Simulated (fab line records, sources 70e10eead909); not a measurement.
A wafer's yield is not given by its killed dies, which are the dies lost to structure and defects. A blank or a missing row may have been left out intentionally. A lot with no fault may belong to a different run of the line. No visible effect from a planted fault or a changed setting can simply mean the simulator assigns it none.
Which tool did it? | flow nandHarc | 36 wafers from 12 lots sampled at 3 of the route's 1159 steps

== WHAT THE GAUGES READ, wafer by wafer ==
NHARC_P_BONDPAD_THK_MEAS_20: measures by xrf.
lot  | measured     | on           | thkNm (nm)
L075 | day 6 19:31  | filmMetro-01 | 162.2 160.4 161.1
L077 | day 7 07:54  | filmMetro-01 | 163.7 159.5 162.9
L079 | day 7 17:39  | filmMetro-01 | 160.4 162.2 162.1
L082 | day 8 11:16  | filmMetro-01 | 158.0 159.2 159.7
L083 | day 8 12:41  | filmMetro-01 | 160.8 157.2 160.3
L084 | day 9 00:05  | filmMetro-02 | 164.0 159.3 160.1
L086 | day 9 13:50  | filmMetro-02 | 161.1 158.0 158.8
L090 | day 10 02:38 | filmMetro-01 | 163.2 163.2 161.8
L092 | day 10 17:52 | filmMetro-01 | 157.0 158.6 157.1
L093 | day 11 05:19 | filmMetro-01 | 160.4 160.1 162.2
L095 | day 11 17:32 | filmMetro-02 | 161.2 162.1 161.5
L097 | day 11 23:53 | filmMetro-01 | 159.5 159.8 158.9

== EACH LOT AND THE TOOL THAT RAN IT (in order: tool; ch and the chambers of the sampled wafers; start) ==
lot  | NHARC_P_BONDPAD_DESCUM_11         | NHARC_P_BONDPAD_ANNEAL_28
L075 | rieDiel-04 ch 0,1,3, day 6 17:10  | rtpAnneal-01 ch 0, day 6 18:59
L077 | rieDiel-08 ch 2,3, day 7 05:34    | rtpAnneal-01 ch 0, day 7 07:20
L079 | rieDiel-04 ch 1,2, day 7 15:17    | rtpAnneal-02 ch 0, day 7 16:59
L082 | rieDiel-04 ch 0,2, day 8 08:47    | rtpAnneal-01 ch 0, day 8 10:41
L083 | rieDiel-08 ch 0,2, day 8 10:20    | rtpAnneal-02 ch 0, day 8 12:04
L084 | rieDiel-05 ch 0,2, day 8 21:42    | rtpAnneal-02 ch 0, day 8 23:26
L086 | rieDiel-05 ch 0,2, day 9 11:22    | rtpAnneal-01 ch 0, day 9 13:10
L090 | rieDiel-04 ch 0,3, day 10 00:18   | rtpAnneal-02 ch 0, day 10 02:02
L092 | rieDiel-04 ch 0,1, day 10 15:32   | rtpAnneal-02 ch 0, day 10 17:19
L093 | rieDiel-08 ch 0,1,2, day 11 02:46 | rtpAnneal-01 ch 0, day 11 04:42
L095 | rieDiel-04 ch 2,3, day 11 15:10   | rtpAnneal-01 ch 0, day 11 16:52
L097 | rieDiel-04 ch 0,1, day 11 21:19   | rtpAnneal-01 ch 0, day 11 23:13
- NHARC_P_BONDPAD_DESCUM_11: chemistry O2, time 3 s.
- NHARC_P_BONDPAD_ANNEAL_28: time 90 s.

== THE ANSWER, worked out from the rows above alone ==
Rule: what is usual is taken from the lots themselves. The widest of any qualifying gaps counts: lots, ordered by their means at a reading, are off when they make up no more than a third of the lots, leave a main group of 4 or more, and stand apart from it by 3 or more times the standard deviation of that group's means. A main group whose means are all the same, to the digits that the tables above print for the reading, isn't used. A lot without any number at a reading at which 4 lots or more have one is off too. The other lots that the step has rows for count as sound.
No lot is off on any of the readings shown, so nothing can be concluded from this.

== WHAT THE SIMULATOR PUT IN ==
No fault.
